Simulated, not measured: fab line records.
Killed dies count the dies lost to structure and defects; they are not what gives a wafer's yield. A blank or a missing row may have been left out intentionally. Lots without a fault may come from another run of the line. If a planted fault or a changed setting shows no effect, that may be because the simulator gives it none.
Chamber matching | flow nand_harc | cmp-02 running NHARC_P_M0_CMP_23: 4 sister chambers
The step polishes, t overpolish 20 s, target thk 117.54 nm. 30 wafers are shown with their chamber, then 12 later ones without.

== EACH WAFER AND ITS CHAMBER ==
wafer  | chamber | motor_current_A (A) | time_to_endpoint_s (s)
L074.2 | 2       | 11.8                | 24
L074.3 | 1       | 11.2                | 32
L074.6 | 1       | 11.9                | 33
L077.1 | 0       | 13.6                | 28
L077.4 | 2       | 11.8                | 28
L077.5 | 1       | 11.7                | 35
L078.1 | 3       | 10.5                | 33
L078.3 | 0       | 13.1                | 31
L078.5 | 3       | 10.9                | 37
L081.1 | 1       | 11.9                | 33
L081.4 | 0       | 12.8                | 27
L081.6 | 3       | 10.7                | 28
L083.2 | 3       | 10.5                | 32
L083.3 | 1       | 11.8                | 33
L083.4 | 0       | 12.6                | 31
L084.1 | 1       | 11.4                | 34
L084.2 | 0       | 13.5                | 26
L084.6 | 0       | 12.9                | 27
L085.3 | 2       | 11.7                | 28
L085.4 | 1       | 11.7                | 32
L085.5 | 0       | 12.9                | 27
L086.4 | 1       | 11.9                | 34
L086.5 | 2       | 11.8                | 22
L086.6 | 1       | 11.6                | 31
L087.1 | 0       | 12.9                | 24
L087.5 | 2       | 11.2                | 26
L087.6 | 3       | 10.7                | 29
L089.2 | 3       | 10.3                | 26
L089.5 | 3       | 10.1                | 28
L089.6 | 0       | 13.1                | 25

SIGNATURES (averages over the wafers above)
reading            | chamber 0 | chamber 1 | chamber 2 | chamber 3 | scatter within a chamber
motor_current_A    | 13.044    | 11.678    | 11.660    | 10.529    | 0.279
time_to_endpoint_s | 27.33     | 33.00     | 25.60     | 30.43     | 2.56
Rule: for each reading, subtract the chamber's mean from the wafer's reading, divide by that reading's scatter and square the result; add these up over the readings and take the root, which gives the wafer's distance from the chamber. If the next closest chamber is less than 2 further off than the closest, the wafer can't be placed; otherwise it belongs to the closest. How the scatter is found: for the shown wafers, subtract from each reading the mean of its chamber, square and add these, divide the total by (wafers less chambers), then take the root.

== WAFERS MISSING THEIR CHAMBER ==
wafer  | motor_current_A (A) | time_to_endpoint_s (s)
L091.1 | 12.8                | 26
L091.3 | 11.7                | 34
L091.4 | 10.4                | 30
L092.2 | 11.4                | 33
L092.3 | 11.1                | 22
L092.4 | 10.3                | 32
L093.2 | 13.1                | 28
L093.4 | 10.1                | 28
L093.6 | 10.6                | 30
L094.1 | 13.0                | 26
L094.4 | 11.4                | 28
L094.6 | 10.4                | 30

== WHICH CHAMBER EACH ONE RAN IN ==
wafer  | from the rows above          | in truth
L091.1 | 0                            | 0
L091.3 | 1                            | 1
L091.4 | 3                            | 3
L092.2 | 1                            | 1
L092.3 | can't be placed: 2 or 3      | 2
L092.4 | 3                            | 3
L093.2 | 0                            | 0
L093.4 | 3                            | 3
L093.6 | 3                            | 3
L094.1 | 0                            | 0
L094.4 | can't be placed: 2 or 1 or 3 | 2
L094.6 | 3                            | 3
Correct placement for 10 of the 12. Cannot be placed on the basis of these rows: 2; the candidates contain the true chamber in 2. Wrongly placed: 0.
